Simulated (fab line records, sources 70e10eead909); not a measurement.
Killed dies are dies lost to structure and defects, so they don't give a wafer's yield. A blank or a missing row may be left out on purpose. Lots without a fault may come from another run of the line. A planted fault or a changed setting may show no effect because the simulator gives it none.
A sampling plan put to the test | flow nand_harc | one fab line, 23 faults that these records tell of, each judged on the records of the lots that it struck
The plan is the line's own looks: the steps of the route at which a gauge or an inspection reads the wafer and doesn't change it. A look can be judged if struck wafers have a number there and the file gives its usual mean and standard deviation on fault-free wafers. Caught: at a look after the fault's first step, the mean of the struck wafers lies 4 or more of those standard deviations (sigma) from the usual mean. On the tool: the same test on the tool's own readings at the fault's steps. Another recipe on the struck wafers, or a record that is blank for them alone, also counts as caught.

THE FAULTS, as the simulator had put them in
1. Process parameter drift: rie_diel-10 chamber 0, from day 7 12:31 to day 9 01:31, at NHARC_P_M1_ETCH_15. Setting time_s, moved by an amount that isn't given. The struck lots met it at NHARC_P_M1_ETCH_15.
2. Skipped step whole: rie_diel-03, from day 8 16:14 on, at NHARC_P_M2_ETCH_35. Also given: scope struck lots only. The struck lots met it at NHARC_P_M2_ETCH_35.
3. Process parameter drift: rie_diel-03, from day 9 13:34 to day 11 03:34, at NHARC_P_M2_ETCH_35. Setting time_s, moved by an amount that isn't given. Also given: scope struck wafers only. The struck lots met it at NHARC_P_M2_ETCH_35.
4. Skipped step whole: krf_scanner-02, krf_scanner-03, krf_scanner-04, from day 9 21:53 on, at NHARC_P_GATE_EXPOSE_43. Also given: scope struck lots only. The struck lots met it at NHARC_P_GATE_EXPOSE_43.
5. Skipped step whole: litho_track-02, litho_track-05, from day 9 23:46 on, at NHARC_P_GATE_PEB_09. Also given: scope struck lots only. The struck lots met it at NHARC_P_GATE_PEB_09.
6. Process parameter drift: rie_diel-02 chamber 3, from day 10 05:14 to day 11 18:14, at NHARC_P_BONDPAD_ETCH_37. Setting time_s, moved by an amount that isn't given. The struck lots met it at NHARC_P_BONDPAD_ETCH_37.
7. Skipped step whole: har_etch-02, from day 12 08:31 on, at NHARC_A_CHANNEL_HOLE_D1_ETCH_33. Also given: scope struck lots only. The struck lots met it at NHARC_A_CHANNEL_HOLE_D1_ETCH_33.
8. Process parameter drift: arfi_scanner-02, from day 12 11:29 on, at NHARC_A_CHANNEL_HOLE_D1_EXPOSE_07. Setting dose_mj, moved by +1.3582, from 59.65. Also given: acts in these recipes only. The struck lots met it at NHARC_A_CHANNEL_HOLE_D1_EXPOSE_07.
9. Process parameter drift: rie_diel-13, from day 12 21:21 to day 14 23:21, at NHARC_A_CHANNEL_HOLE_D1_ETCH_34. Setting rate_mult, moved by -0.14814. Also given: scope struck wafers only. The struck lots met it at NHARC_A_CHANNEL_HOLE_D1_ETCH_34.
10. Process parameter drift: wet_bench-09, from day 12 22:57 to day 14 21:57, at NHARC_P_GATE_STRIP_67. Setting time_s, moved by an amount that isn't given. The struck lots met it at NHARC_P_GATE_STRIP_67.
11. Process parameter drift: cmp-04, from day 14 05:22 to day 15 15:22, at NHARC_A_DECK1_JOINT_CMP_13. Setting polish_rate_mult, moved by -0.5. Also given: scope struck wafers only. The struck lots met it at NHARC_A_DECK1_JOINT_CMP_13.
12. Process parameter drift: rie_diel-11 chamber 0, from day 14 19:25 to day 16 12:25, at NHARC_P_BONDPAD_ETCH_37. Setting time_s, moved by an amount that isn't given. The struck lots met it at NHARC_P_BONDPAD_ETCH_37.
13. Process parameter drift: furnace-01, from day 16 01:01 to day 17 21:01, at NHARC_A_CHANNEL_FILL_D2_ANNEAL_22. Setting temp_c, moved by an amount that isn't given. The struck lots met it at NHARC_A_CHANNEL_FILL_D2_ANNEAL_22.
14. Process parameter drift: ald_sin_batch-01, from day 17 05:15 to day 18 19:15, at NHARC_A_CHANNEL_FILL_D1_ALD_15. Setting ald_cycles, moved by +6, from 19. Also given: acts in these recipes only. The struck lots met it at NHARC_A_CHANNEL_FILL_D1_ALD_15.
15. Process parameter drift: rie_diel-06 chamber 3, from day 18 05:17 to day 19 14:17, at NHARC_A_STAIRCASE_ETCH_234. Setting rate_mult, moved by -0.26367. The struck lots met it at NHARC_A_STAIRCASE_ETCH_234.
16. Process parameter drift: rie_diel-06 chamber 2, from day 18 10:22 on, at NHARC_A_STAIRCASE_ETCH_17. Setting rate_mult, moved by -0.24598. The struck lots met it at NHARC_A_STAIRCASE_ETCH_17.
17. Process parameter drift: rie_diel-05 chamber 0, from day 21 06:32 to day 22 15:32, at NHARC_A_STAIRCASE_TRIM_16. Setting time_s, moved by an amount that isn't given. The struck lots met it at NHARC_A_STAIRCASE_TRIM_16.
18. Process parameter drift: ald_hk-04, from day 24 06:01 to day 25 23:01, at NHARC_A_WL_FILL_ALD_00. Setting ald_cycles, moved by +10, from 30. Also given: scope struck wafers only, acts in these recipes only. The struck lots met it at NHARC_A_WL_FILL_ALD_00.
19. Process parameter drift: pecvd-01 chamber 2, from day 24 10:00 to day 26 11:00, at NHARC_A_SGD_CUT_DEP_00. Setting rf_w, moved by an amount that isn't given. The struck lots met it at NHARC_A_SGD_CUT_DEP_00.
20. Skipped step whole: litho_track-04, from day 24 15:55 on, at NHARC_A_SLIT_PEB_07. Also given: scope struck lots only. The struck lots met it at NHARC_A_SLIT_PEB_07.
21. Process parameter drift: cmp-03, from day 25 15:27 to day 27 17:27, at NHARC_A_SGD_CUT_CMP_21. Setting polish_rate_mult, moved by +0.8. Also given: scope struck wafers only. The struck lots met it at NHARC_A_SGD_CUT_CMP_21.
22. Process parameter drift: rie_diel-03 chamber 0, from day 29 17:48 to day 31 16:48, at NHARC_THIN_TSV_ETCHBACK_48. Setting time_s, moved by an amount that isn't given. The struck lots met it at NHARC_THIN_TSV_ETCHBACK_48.
23. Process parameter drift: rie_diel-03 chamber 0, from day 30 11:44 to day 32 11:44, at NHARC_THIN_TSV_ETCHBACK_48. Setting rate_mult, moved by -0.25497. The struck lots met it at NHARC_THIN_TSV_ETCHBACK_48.

WHAT THE PLAN SAW
fault | on the tool itself                               | first look that catches it                      | reading, sigma                                            | median hours from its first step to that look | hours from the fault's start to the first struck lot there | judged looks passed uncaught
1     | run_length_s -14 sigma                           | not the one look that can be judged after it    | -                                                         | -                                             | -                                                          | 1
2     | the tool's record is blank for the struck wafers | no look after it can be judged                  | -                                                         | -                                             | -                                                          | 0
3     | run_length_s -25 sigma                           | none of the 2 looks that can be judged after it | strongest: killed_at_periphery at NHARC_END_SORT_01, +2.4 | -                                             | -                                                          | 2
4     | no reading that can be judged                    | no look after it can be judged                  | -                                                         | -                                             | -                                                          | 0
5     | the tool's record is blank for the struck wafers | no look after it can be judged                  | -                                                         | -                                             | -                                                          | 0
6     | run_length_s -43 sigma                           | no look after it can be judged                  | -                                                         | -                                             | -                                                          | 0
7     | the tool's record is blank for the struck wafers | no look after it can be judged                  | -                                                         | -                                             | -                                                          | 0
8     | exposure_dose_mJ_cm2 +4.6 sigma                  | not the one look that can be judged after it    | -                                                         | -                                             | -                                                          | 1
9     | oes_product_au -4.5 sigma                        | no look after it can be judged                  | -                                                         | -                                             | -                                                          | 0
10    | run_length_s -99 or beyond sigma                 | not the one look that can be judged after it    | -                                                         | -                                             | -                                                          | 1
11    | time_to_endpoint_s +5.2 sigma                    | none of the 2 looks that can be judged after it | strongest: killed_at_periphery at NHARC_END_SORT_01, +2.2 | -                                             | -                                                          | 2
12    | run_length_s -55 sigma                           | no look after it can be judged                  | -                                                         | -                                             | -                                                          | 0
13    | tube_center_temp_C -99 or beyond sigma           | no look after it can be judged                  | -                                                         | -                                             | -                                                          | 0
14    | under 2 sigma                                    | not the one look that can be judged after it    | -                                                         | -                                             | -                                                          | 1
15    | oes_product_au -9.3 sigma                        | no look after it can be judged                  | -                                                         | -                                             | -                                                          | 0
16    | oes_product_au -9.6 sigma                        | no look after it can be judged                  | -                                                         | -                                             | -                                                          | 0
17    | run_length_s -99 or beyond sigma                 | no look after it can be judged                  | -                                                         | -                                             | -                                                          | 0
18    | under 2 sigma                                    | no look after it can be judged                  | -                                                         | -                                             | -                                                          | 0
19    | rf_fwd_power_W -47 sigma                         | not the one look that can be judged after it    | -                                                         | -                                             | -                                                          | 1
20    | the tool's record is blank for the struck wafers | no look after it can be judged                  | -                                                         | -                                             | -                                                          | 0
21    | time_to_endpoint_s -7.0 sigma                    | no look after it can be judged                  | -                                                         | -                                             | -                                                          | 0
22    | run_length_s -99 or beyond sigma                 | no look after it can be judged                  | -                                                         | -                                             | -                                                          | 0
23    | oes_product_au -5.9 sigma                        | no look after it can be judged                  | -                                                         | -                                             | -                                                          | 0
A dash: the fault isn't caught, or these records don't give the number.

Caught at a look: 0 of 23. Caught on the tool: 20 of 23. By one or the other: 20 of 23.
Caught on the tool alone: faults 1, 2, 3, 5, 6, 7, 8, 9, 10, 11, 12, 13, 15, 16, 17, 19, 20, 21, 22, 23.
Caught by neither: faults 4, 14, 18.
